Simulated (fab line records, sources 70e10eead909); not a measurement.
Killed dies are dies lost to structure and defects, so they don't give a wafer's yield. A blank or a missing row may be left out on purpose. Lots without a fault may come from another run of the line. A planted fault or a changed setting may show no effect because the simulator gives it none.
fab line records | flow nand_harc
record lots=6 wafers=18 last_day=33
route steps=1302 shown A_BONDPAD@1212 END@1302
lots that met no fault: from a run of the same line without faults
start_h: hours from the record's first day to the start of the lot's first wafer shown | wait_h: hours since the lot's step before | " the same as in the row above | L1.1+2: a row that stands for several wafers | - no value, or no start given | * or withheld: withheld | < > ~ a bound
route shown NAME@n: a module of which the file shows steps, and the number in the route of the first | usual: mean/standard deviation of fault-free wafers | same: alike in all rows | chamber/n: place in a boat | sites: the reading at each site | _std_site: their standard deviation | _edge_site: outer sites' mean less inner sites' | radius_mm: how far each site lies from the wafer's centre | mask NAME#n: copy n | behind: the tool/chamber that last shaped the wafer | hold: why the lot was held/for how many hours/how that ended | device: the transistor (n, p or np) that didn't switch | end of line: the same wafers' tests at the end of the route | a step without rows: its recipe alone | killed: dies lost to structure and defects at the first sort, not the wafer's yield | map: a wafer's dies, x killed, . not, _ none there
set.NAME: the setting as run; set.NAME@STEP: as run at that earlier step | model.NAME: the simulator's own value behind a step, which no gauge read
lots at some steps of the route; a table a step, a row a wafer
services: from which hour (start_h, from the record's first day; less than 0 if before it) a tool's chamber was out of use, for how many hours, and why
## steps
# step NHARC_A_BONDPAD_EXPOSE_06
# recipe na=0.55 dose_mj=36.99 mask_id=A_BPAD
# step NHARC_A_BONDPAD_PEB_07
# recipe peb_temp_c=128 peb_time_s=80
# step NHARC_A_BONDPAD_DEVELOP_08
# recipe time_s=50 dev_temp_c=22
# step NHARC_A_BONDPAD_CD_MEAS_09
# recipe target_cd_nm=500 landing_energy_ev=500
# usual cd_nm=499.7/1.4
# columns lot.wafer tool chamber start_h wait_h cd_nm
L426.2 cd_sem-01 0 568.17 - 498.2
L426.4 " 0 " " 499.9
L426.6 " 0 " " 499.8
L436.2 cd_sem-02 0 667.87 - 500.6
L436.5 " 0 " " 504.0
L436.6 " 0 " " 502.3
L435.1 cd_sem-01 0 669.45 - 499.8
L435.3 " 0 " " 499.8
L435.5 " 0 " " 500.4
L438.1 cd_sem-03 0 684.05 - 500.3
L438.5 " 0 " " 499.2
L438.6 " 0 " " 497.3
L441.1 cd_sem-03 0 734.76 - 498.0
L441.3 " 0 " " 499.8
L441.4 " 0 " " 499.3
L443.1 cd_sem-03 0 770.51 - 498.9
L443.3 " 0 " " 499.0
L443.4 " 0 " " 499.9
# step NHARC_A_BONDPAD_OVL_MEAS_35
# usual overlay_x_nm=0/5.9 overlay_y_nm=0/4.9
# columns lot.wafer tool chamber start_h wait_h overlay_x_nm overlay_y_nm
L426.2 overlay-02 - 568.26 - -6 -1
L426.4 " - " " -6 -1
L426.6 " - " " -5 -1
L436.2 overlay-01 - 667.95 - -8 3
L436.5 " - " " -8 4
L436.6 " - " " -7 3
L435.1 overlay-01 - 669.53 - -5 -6
L435.3 " - " " -5 -6
L435.5 " - " " -6 -5
L438.1 overlay-02 - 684.13 - 6 -5
L438.5 " - " " 6 -5
L438.6 " - " " 5 -6
L441.1 overlay-01 - 734.85 - -4 0
L441.3 " - " " -4 0
L441.4 " - " " -4 0
L443.1 overlay-02 - 770.60 - 3 2
L443.3 " - " " 3 2
L443.4 " - " " 3 2
# step NHARC_A_BONDPAD_HARDBAKE_10
# recipe temp_c=118 time_s=65
# step NHARC_A_BONDPAD_DESCUM_11
# recipe time_s=3 o2_flow_sccm=200 ar_flow_sccm=0 bias_power_w=0 chemistry=O2
# usual drypump_motor_current_A=5.9/0.37 oes_product_au=1.000/0.0075 rf_vpp_V=58.1/0.92 showerhead_plenum_p_Torr=1.95/0.086 throttle_valve_pct=11.312/0.0086
# columns lot.wafer tool chamber start_h wait_h drypump_motor_current_A oes_product_au rf_hours_counter_h rf_vpp_V showerhead_plenum_p_Torr throttle_valve_pct
L426.2 rie_diel-12 3 568.39 - 5.4 1.002 3 58.4 2.05 11.305
L426.4 " 1 " " 5.8 0.991 2 56.9 1.85 11.321
L426.6 " 2 " " 6.3 0.997 - 57.0 1.88 11.304
L436.2 rie_diel-12 1 668.09 - 5.8 0.992 1 58.4 1.85 11.309
L436.6 " 3 " " 5.4 1.017 - 58.0 2.05 11.301
L436.5 " 0 " " 6.1 0.996 - 57.9 2.02 11.294
L435.1 rie_diel-12 0 669.66 - 6.1 0.991 2 56.9 2.02 11.318
L435.3 " 2 " " 6.3 0.985 2 59.0 1.88 11.315
L435.5 " 0 " " 6.1 0.988 - 59.0 2.02 11.302
L438.1 rie_diel-03 2 684.27 - 5.9 1.006 6 56.0 1.86 11.320
L438.5 " 1 " " 6.1 1.011 - 58.4 1.99 11.295
L438.6 " 2 " " 5.9 1.005 - 58.4 1.86 11.297
L441.1 rie_diel-03 0 734.98 - 5.3 1.001 12 58.2 1.92 11.310
L441.3 " 1 " " 6.1 1.008 13 59.3 1.98 11.315
L441.4 " 2 " " 5.9 1.018 14 57.8 1.85 11.321
L443.1 rie_diel-11 1 770.73 - 5.7 1.006 41 56.4 1.81 11.320
L443.3 " 3 " " 5.7 1.002 56 58.2 1.95 11.304
L443.4 " 0 " " 5.3 1.005 51 58.8 2.06 11.321
# step NHARC_A_BONDPAD_ETCH_34
# recipe target_depth_a=600 overetch_a=180 time_s=65.91 ion_energy_ev=200 n2_flow_sccm=150 h2_flow_sccm=150 ar_flow_sccm=0 rf_w=400 bias_w=150 chemistry=N2/H2
# usual drypump_motor_current_A=5.9/0.36 oes_product_au=0.998/0.0069 rf_vpp_V=431.7/2.6 showerhead_plenum_p_Torr=2.08/0.093 throttle_valve_pct=14.171/0.01
# columns lot.wafer tool chamber start_h wait_h drypump_motor_current_A oes_product_au rf_hours_counter_h rf_vpp_V showerhead_plenum_p_Torr throttle_valve_pct
L426.2 rie_diel-12 0 568.47 0.1 6.1 0.993 2 433.3 2.16 14.177
L426.4 " 3 " " 5.4 1.006 3 432.2 2.19 14.176
L426.6 " 0 " " 6.1 0.997 - 433.1 2.16 14.181
L436.2 rie_diel-12 0 668.16 0.1 6.2 0.992 2 433.0 2.16 14.156
L436.6 " 0 " " 6.1 0.990 - 433.4 2.16 14.167
L436.5 " 1 " " 5.8 0.989 - 428.6 1.97 14.170
L435.1 rie_diel-12 0 669.74 0.1 6.1 0.997 2 434.8 2.16 14.176
L435.3 " 1 " " 5.8 0.999 2 428.5 1.97 14.158
L435.5 " 0 " " 6.2 0.991 - 434.3 2.16 14.174
L438.1 rie_diel-03 0 684.36 0.1 5.3 1.002 4 430.2 2.05 14.164
L438.6 " 1 " " 6.1 1.006 - 432.8 2.12 14.169
L438.5 " 2 " " 5.9 0.999 - 428.7 1.98 14.184
L441.3 rie_diel-03 2 735.05 0.1 5.9 1.000 14 429.4 1.97 14.142
L441.4 " 0 " " 5.3 0.992 12 431.6 2.05 14.174
L441.1 " 1 " " 6.1 0.991 13 433.4 2.12 14.175
L443.4 rie_diel-11 3 770.82 0.1 5.7 1.001 56 432.7 2.08 14.168
L443.3 " 0 " " 5.4 0.992 51 435.2 2.20 14.157
L443.1 " 1 " " 5.7 1.006 41 427.4 1.93 14.184
# step NHARC_A_BONDPAD_ETCH_12
# recipe target_depth_a=2200 time_s=110 chf3_flow_sccm=50 o2_flow_sccm=10 ar_flow_sccm=200 rf_w=500 bias_w=200 chemistry=CHF3/O2
# usual drypump_motor_current_A=5.9/0.34 oes_product_au=0.942/0.022 rf_vpp_V=371.4/2.4 showerhead_plenum_p_Torr=2.44/0.1 throttle_valve_pct=20.572/0.0099
# columns lot.wafer tool chamber start_h wait_h drypump_motor_current_A oes_product_au rf_hours_counter_h rf_vpp_V showerhead_plenum_p_Torr throttle_valve_pct
L426.2 rie_diel-12 1 - - 5.8 0.967 3 368.0 2.33 20.576
L426.4 " 2 " " 6.3 0.955 2 368.7 2.36 20.568
L426.6 " 3 " " 5.4 0.960 - 373.6 2.57 20.557
L436.2 rie_diel-12 2 - - 6.3 0.979 2 370.1 2.36 20.589
L436.5 " 2 " " 6.3 0.974 - 368.9 2.36 20.574
L436.6 " 3 " " 5.4 0.959 - 374.6 2.57 20.562
L435.3 rie_diel-12 3 - - 5.4 0.979 2 375.3 2.57 20.584
L435.1 " 0 " " 6.1 0.956 2 372.5 2.53 20.570
L435.5 " 2 " " 6.3 0.970 - 370.2 2.36 20.573
L438.1 rie_diel-03 0 - - 5.3 0.919 4 370.4 2.41 20.575
L438.6 " 0 " " 5.3 0.928 - 371.3 2.41 20.578
L438.5 " 1 " " 6.1 0.929 - 372.4 2.49 20.575
L441.4 rie_diel-03 0 - - 5.3 0.925 13 373.0 2.41 20.578
L441.1 " 1 " " 6.2 0.914 13 372.2 2.49 20.590
L441.3 " 3 " " 6.5 0.919 13 372.0 2.47 20.585
L443.1 rie_diel-11 1 - - 5.8 0.931 41 367.3 2.28 20.579
L443.4 " 2 " " 5.8 0.930 49 374.2 2.56 20.579
L443.3 " 3 " " 5.7 0.917 56 371.8 2.44 20.580
# step NHARC_A_BONDPAD_CD_MEAS_13
# usual cd_nm=499.1/1.5
# columns lot.wafer tool chamber start_h wait_h cd_nm
L426.2 cd_sem-02 - 568.70 - 497.1
L426.4 " - " " 499.3
L426.6 " - " " 500.1
L436.2 cd_sem-02 - 668.40 - 499.2
L436.5 " - " " 503.6
L436.6 " - " " 501.9
L435.1 cd_sem-01 - 669.97 - 499.8
L435.3 " - " " 499.9
L435.5 " - " " 500.0
L438.1 cd_sem-03 - 684.57 - 499.7
L438.5 " - " " 498.3
L438.6 " - " " 497.1
L441.1 cd_sem-01 - 735.32 - 497.1
L441.3 " - " " 499.3
L441.4 " - " " 498.9
L443.1 cd_sem-02 - 771.08 - 499.2
L443.3 " - " " 498.5
L443.4 " - " " 498.4
# step NHARC_A_BONDPAD_STRIP_15
# recipe o2_flow_sccm=500 ar_flow_sccm=0 bias_w=0 chemistry=O2
# usual chamber_pressure_mTorr=60.00/0.051 drypump_motor_current_A=5.9/0.35 oes_product_au=1.000/0.0073 rf_vpp_V=58.0/0.86 showerhead_plenum_p_Torr=3.58/0.15 throttle_valve_pct=17.036/0.0089
# same bias_w=0
# columns lot.wafer tool chamber start_h wait_h chamber_pressure_mTorr drypump_motor_current_A oes_product_au rf_hours_counter_h rf_vpp_V showerhead_plenum_p_Torr throttle_valve_pct
L426.2 rie_diel-11 3 568.77 0.1 60.07 5.7 1.016 42 57.9 3.63 17.025
L426.4 " 1 " " 60.03 5.8 1.013 40 56.8 3.39 17.052
L426.6 " 0 " " 59.99 5.4 1.005 - 57.9 3.28 17.035
L436.2 rie_diel-12 0 668.47 0.1 59.97 6.1 0.986 2 57.8 3.71 17.049
L436.5 " 0 " " 59.93 6.1 0.989 - 58.2 3.71 17.049
L436.6 " 1 " " 59.92 5.7 1.005 - 58.0 3.43 17.031
L435.3 rie_diel-03 3 670.06 0.1 60.03 6.5 1.005 3 58.0 3.63 17.026
L435.1 " 1 " " 60.04 6.2 1.006 3 58.2 3.66 17.037
L435.5 " 3 " " 60.03 6.5 0.991 - 58.2 3.63 17.044
L438.1 rie_diel-12 0 684.70 0.1 60.04 6.1 1.005 2 57.8 3.71 17.029
L438.6 " 1 " " 59.96 5.8 0.987 - 58.0 3.43 17.031
L438.5 " 2 " " 59.99 6.3 1.002 - 57.9 3.47 17.033
L441.4 rie_diel-12 0 735.40 0.1 59.94 6.1 0.996 3 58.3 3.71 17.054
L441.3 " 2 " " 59.99 6.3 0.995 3 56.7 3.46 17.050
L441.1 " 3 " " 59.96 5.4 0.988 3 58.1 3.76 17.040
L443.1 rie_diel-12 1 771.15 0.1 60.02 5.8 0.990 4 58.4 3.42 17.036
L443.3 " 3 " " 59.95 5.4 1.003 4 58.1 3.76 17.037
L443.4 " 0 " " 60.04 6.2 0.985 4 56.6 3.71 17.044
# step NHARC_A_BONDPAD_ETCH_24
# recipe target_depth_a=300 over_etch_frac=0.3 time_s=72.99 ion_energy_ev=150 cf4_flow_sccm=50 n2_flow_sccm=100 ar_flow_sccm=150 rf_w=300 bias_w=100 chemistry=CF4/N2
# step NHARC_A_BONDPAD_STRIP_16
# recipe time_s=600 temp_c=30 chemistry=post_etch_residue_remover
# usual bath_heat_duty_pct=13.5/2.2 run_length_s=603.4/1.1
# columns lot.wafer tool chamber start_h wait_h bath_heat_duty_pct run_length_s
L426.4 wet_bench-08 7 569.06 - 14.6 603.3
L426.2 " 2 " " 10.0 604.0
L426.6 " 3 " " 16.9 602.5
L436.5 wet_bench-08 0 668.75 - - -
L436.2 " 1 " " - -
L436.6 " 4 " " - -
L435.5 wet_bench-08 3 670.33 - - -
L435.1 " 5 " " - -
L435.3 " 6 " " - -
L438.5 wet_bench-08 0 684.93 - 17.0 602.9
L438.1 " 3 " " 15.8 602.1
L438.6 " 4 " " 11.0 605.7
L441.4 wet_bench-08 5 735.68 - 12.2 602.8
L441.1 " 1 " " 12.7 604.5
L441.3 " 2 " " 11.7 603.9
L443.3 wet_bench-08 2 771.43 - 11.7 604.7
L443.1 " 6 " " 11.4 602.5
L443.4 " 7 " " 14.2 603.1
# step NHARC_A_BONDPAD_DEGAS_25
# recipe temp_c=300 time_s=60
# usual heater_power_w=447/39
# columns lot.wafer tool chamber start_h wait_h heater_power_w
L426.4 pvd_sputter-03 - 569.33 - 392
L426.2 " - " " 453
L426.6 " - " " 403
L436.2 pvd_sputter-01 - 669.04 0.3 432
L436.6 " - " " 450
L436.5 " - " " 541
L435.1 pvd_sputter-03 - 670.61 0.3 454
L435.3 " - " " 391
L435.5 " - " " 430
L438.1 pvd_sputter-01 - 685.20 - 524
L438.6 " - " " 464
L438.5 " - " " 527
L441.1 pvd_sputter-02 - 735.94 - 377
L441.4 " - " " 498
L441.3 " - " " 468
L443.1 pvd_sputter-03 - 771.70 - 434
L443.3 " - " " 405
L443.4 " - " " 398
# step NHARC_END_SORT_01
# recipe temp_c=25
# usual defect_limited_yield=90.1/2.4 killed_at_array=62/16 killed_at_other=0.8/1.1 killed_at_periphery=4/3.2 killed_dies=67/16 killed_open=3.5/1.9 killed_short=2.1/1.5
# same gross_dies=677
# columns lot.wafer tool chamber start_h wait_h defect_limited_yield[%] killed_at_array killed_at_other killed_at_periphery killed_dies killed_open killed_short
L426.2 prober-02 0 602.69 2.8 94.7 32 0 4 36 5 0
L426.4 prober-02 0 604.30 3.4 95.4 26 2 3 31 3 5
L426.6 prober-02 0 605.92 4.0 94.1 35 0 5 40 8 3
L435.1 prober-01 0 698.04 2.5 90.4 62 2 1 65 2 1
L435.3 prober-01 0 699.64 3.1 91.3 54 3 2 59 6 2
L435.5 prober-01 0 701.23 3.7 90.8 58 0 4 62 4 0
L436.2 prober-02 0 698.81 2.8 92.6 46 0 4 50 3 3
L436.5 prober-02 0 701.17 3.6 91.6 55 0 2 57 4 0
L436.6 prober-02 0 701.96 3.9 89.4 67 0 5 72 5 2
L438.1 prober-02 0 716.95 2.5 88.3 75 0 4 79 5 1
L438.5 prober-02 0 720.19 3.7 89.4 69 0 3 72 3 3
L438.6 prober-02 0 721.00 4.1 87.7 79 0 4 83 3 4
L441.1 prober-02 0 772.64 2.5 89.5 59 1 11 71 3 1
L441.3 prober-02 0 774.23 3.1 85.7 91 0 6 97 1 0
L441.4 prober-02 0 775.03 3.4 87.4 74 2 9 85 3 2
# killed by level:class
L426.2 A_STAIRCASE:chamber_film_flake=11 A_CHANNEL_HOLE_D2:chamber_film_flake=8 A_CHANNEL_HOLE_D1:chamber_film_flake=4 A_DECK1_JOINT:chamber_film_flake=2 A_CHANNEL_FILL_D2:chamber_film_flake=2 A_CONTACT:chamber_film_flake=2 P_M0:geometric_particle:open=1 P_M2:geometric_particle:open=1
L426.4 A_CHANNEL_HOLE_D2:chamber_film_flake=9 A_CHANNEL_HOLE_D1:chamber_film_flake=5 P_CONTACT:geometric_particle:open=3 A_STAIRCASE:chamber_film_flake=3 A_CONTACT:chamber_film_flake=2 THIN_TSV:chamber_film_flake=2 A_CHANNEL_FILL_D1:geometric_particle:short=1 A_DECK1_JOINT:geometric_particle:short=1
L426.6 A_CHANNEL_HOLE_D2:chamber_film_flake=9 A_STAIRCASE:chamber_film_flake=5 A_CONTACT:chamber_film_flake=5 A_CHANNEL_FILL_D2:geometric_particle:open=3 P_CONTACT:geometric_particle:open=2 A_WL_FILL:geometric_particle:open=2 P_GATE:chamber_film_flake=2 A_CHANNEL_HOLE_D1:chamber_film_flake=2
L435.1 A_SLIT:chamber_film_flake=26 A_CHANNEL_HOLE_D2:chamber_film_flake=15 A_CONTACT:chamber_film_flake=8 A_STAIRCASE:chamber_film_flake=4 A_CHANNEL_HOLE_D1:chamber_film_flake=3 THIN_TSV:chamber_film_flake=2 A_ONON_D2:geometric_particle:short=1 A_CHANNEL_FILL_D2:geometric_particle:open=1
L436.2 A_CHANNEL_HOLE_D1:chamber_film_flake=26 A_SLIT:chamber_film_flake=4 A_CONTACT:chamber_film_flake=4 P_GATE:chamber_film_flake=3 A_ONON_D2:geometric_particle:short=2 A_DECK1_JOINT:chamber_film_flake=2 A_STAIRCASE:chamber_film_flake=2 A_WL_FILL:chamber_film_flake=2
L435.3 A_SLIT:chamber_film_flake=27 A_CHANNEL_HOLE_D2:chamber_film_flake=11 A_CONTACT:chamber_film_flake=6 A_CHANNEL_HOLE_D1:chamber_film_flake=3 THIN_TSV:chamber_film_flake=3 P_M1:geometric_particle:open=1 A_ONON_D1:geometric_particle:open=1 A_DECK1_JOINT:geometric_particle:short=1
L436.5 A_CHANNEL_HOLE_D1:chamber_film_flake=37 A_CONTACT:chamber_film_flake=5 A_SLIT:chamber_film_flake=3 P_GATE:chamber_film_flake=2 A_CHANNEL_FILL_D1:chamber_film_flake=2 A_STAIRCASE:chamber_film_flake=2 A_WL_FILL:chamber_film_flake=2 A_ONON_D2:geometric_particle:open=1
L435.5 A_CHANNEL_HOLE_D2:chamber_film_flake=21 A_SLIT:chamber_film_flake=20 A_CHANNEL_HOLE_D1:chamber_film_flake=5 A_CONTACT:chamber_film_flake=4 A_ONON_D2:geometric_particle:open=2 A_STAIRCASE:chamber_film_flake=2 A_WL_FILL:chamber_film_flake=2 P_M0:geometric_particle:open=1
L436.6 A_CHANNEL_HOLE_D1:chamber_film_flake=42 A_CONTACT:chamber_film_flake=10 A_SLIT:chamber_film_flake=4 A_STAIRCASE:chamber_film_flake=3 A_DECK1_JOINT:chamber_film_flake=2 P_GATE:geometric_particle:open=1 P_M0:geometric_particle:open=1 P_M0:geometric_particle:short=1
L438.1 A_SLIT:chamber_film_flake=24 A_CHANNEL_HOLE_D2:chamber_film_flake=22 A_CHANNEL_HOLE_D1:chamber_film_flake=10 A_CONTACT:chamber_film_flake=6 A_STAIRCASE:chamber_film_flake=4 P_STI:chamber_film_flake=2 A_WL_FILL:chamber_film_flake=2 A_BLC:chamber_film_flake=2
L438.5 A_SLIT:chamber_film_flake=31 A_CHANNEL_HOLE_D2:chamber_film_flake=22 A_CHANNEL_HOLE_D1:chamber_film_flake=7 A_WL_FILL:chamber_film_flake=3 A_CONTACT:chamber_film_flake=2 P_GATE:geometric_particle:open=1 P_M0:geometric_particle:short=1 P_M0:geometric_particle:open=1
L438.6 A_SLIT:chamber_film_flake=35 A_CHANNEL_HOLE_D2:chamber_film_flake=25 A_CHANNEL_HOLE_D1:chamber_film_flake=8 A_CONTACT:chamber_film_flake=4 A_STAIRCASE:chamber_film_flake=2 P_GATE:geometric_particle:open=1 P_CONTACT:geometric_particle:open=1 P_M1:geometric_particle:short=1
L441.1 A_CHANNEL_HOLE_D2:chamber_film_flake=25 A_SLIT:chamber_film_flake=23 P_BONDPAD:chamber_film_flake=7 A_CONTACT:chamber_film_flake=3 P_ZERO_WELL:chamber_film_flake=2 A_CHANNEL_HOLE_D1:unspecified=2 A_CHANNEL_HOLE_D1:chamber_film_flake=2 P_GATE:geometric_particle:open=1
L441.3 A_SLIT:chamber_film_flake=38 A_CHANNEL_HOLE_D2:chamber_film_flake=34 A_CONTACT:chamber_film_flake=10 P_ZERO_WELL:chamber_film_flake=3 A_CHANNEL_FILL_D2:chamber_film_flake=3 P_BONDPAD:chamber_film_flake=2 A_CHANNEL_HOLE_D1:unspecified=2 A_CHANNEL_HOLE_D1:chamber_film_flake=2
L441.4 A_CHANNEL_HOLE_D2:chamber_film_flake=30 A_SLIT:chamber_film_flake=28 A_CONTACT:chamber_film_flake=8 P_BONDPAD:chamber_film_flake=7 A_ONON_D1:geometric_particle:open=2 THIN_TSV:chamber_film_flake=2 P_STI:geometric_particle:short=1 A_CHANNEL_FILL_D2:geometric_particle:open=1
## services
# columns tool chamber start_h hours kind
pvd_sputter-01 - 544.48 23.1 repair
rie_diel-12 2 547.00 10.7 repair
rie_diel-12 1 575.73 5.0 repair
rie_diel-03 0 583.13 5.1 repair
pvd_sputter-01 - 590.55 10.0 pm
rie_diel-11 1 593.13 14.8 repair
rie_diel-11 - 612.05 9.0 pm
pvd_sputter-01 - 612.23 2.2 repair
pvd_sputter-03 - 621.66 4.8 repair
rie_diel-12 - 622.40 9.0 pm
rie_diel-11 3 632.52 1.7 repair
rie_diel-03 - 635.30 9.0 pm
pvd_sputter-03 - 640.45 0.6 repair
wet_bench-08 - 646.40 8.0 pm
pvd_sputter-03 - 660.06 1.9 repair
pvd_sputter-03 - 705.19 10.0 pm
pvd_sputter-01 - 706.23 2.1 repair
rie_diel-11 2 714.40 3.5 repair
rie_diel-03 0 718.40 1.2 repair
rie_diel-12 2 749.35 18.5 repair
pvd_sputter-03 - 752.05 0.5 repair
pvd_sputter-03 - 753.27 1.1 repair
rie_diel-11 2 754.70 10.1 repair
rie_diel-03 1 763.72 4.0 repair
## key
first_sign step=NHARC_A_BONDPAD_STRIP_16 reading=tool_record direction=missing
effect none on later readings
met_at NHARC_A_BONDPAD_STRIP_16
struck_wafers L435.1,L435.3,L435.5,L436.2,L436.5,L436.6
onset_between 569.06 668.75
fault kind=skipped_step_whole tool=wet_bench-08 chamber=- onset_h=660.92 steps=NHARC_A_BONDPAD_STRIP_16 scope=struck_lots_only
